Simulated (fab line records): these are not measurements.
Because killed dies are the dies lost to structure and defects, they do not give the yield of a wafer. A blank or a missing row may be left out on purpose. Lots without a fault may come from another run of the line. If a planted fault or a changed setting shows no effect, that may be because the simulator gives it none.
Chamber matching -- flow n5-finfet -- N5_PASSIVATION_PECVD_00 on pecvd-01: 3 sister chambers
The step deposits SiO2 from SiH4/N2O, target thk 200 nm, time 11.2 s. 3 wafers are shown with their chamber, then 8 later ones without.

WAFERS WITH THEIR CHAMBER
wafer,chamber,throttle-valve-pct (%)
L083.1,2,46.0
L083.6,1,51.9
L085.1,0,51.9

WAFERS MISSING THEIR CHAMBER
wafer,throttle-valve-pct (%)
L085.4,52.0
L085.5,51.5
L091.1,52.0
L091.3,51.8
L091.4,46.3
L095.1,52.0
L095.3,52.4
L095.4,46.6

EACH ONE'S CHAMBER
wafer,from the rows above,in truth
L085.4,can't be placed: 0 or 1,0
L085.5,can't be placed: 0 or 1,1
L091.1,can't be placed: 0 or 1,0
L091.3,can't be placed: 0 or 1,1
L091.4,2,2
L095.1,can't be placed: 0 or 1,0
L095.3,can't be placed: 0 or 1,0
L095.4,2,2
Correct placement for 2 of the 8. These rows do not allow placing 6 (true chamber among the candidates in 6). Placed wrongly: 0.
How it was worked out, from the rows above alone: a wafer's distance from a chamber is the root of the sum, over the readings, of the square of ((its reading less the chamber's mean) divided by the reading's scatter). The wafer belongs to the nearest chamber; if the next one is less than 2 further off, it can't be placed. Each chamber's mean is taken over the wafers shown for it. The scatter: with one shown wafer a chamber, the root of the mean of the squares of how far each hidden wafer lies from its nearest shown one.
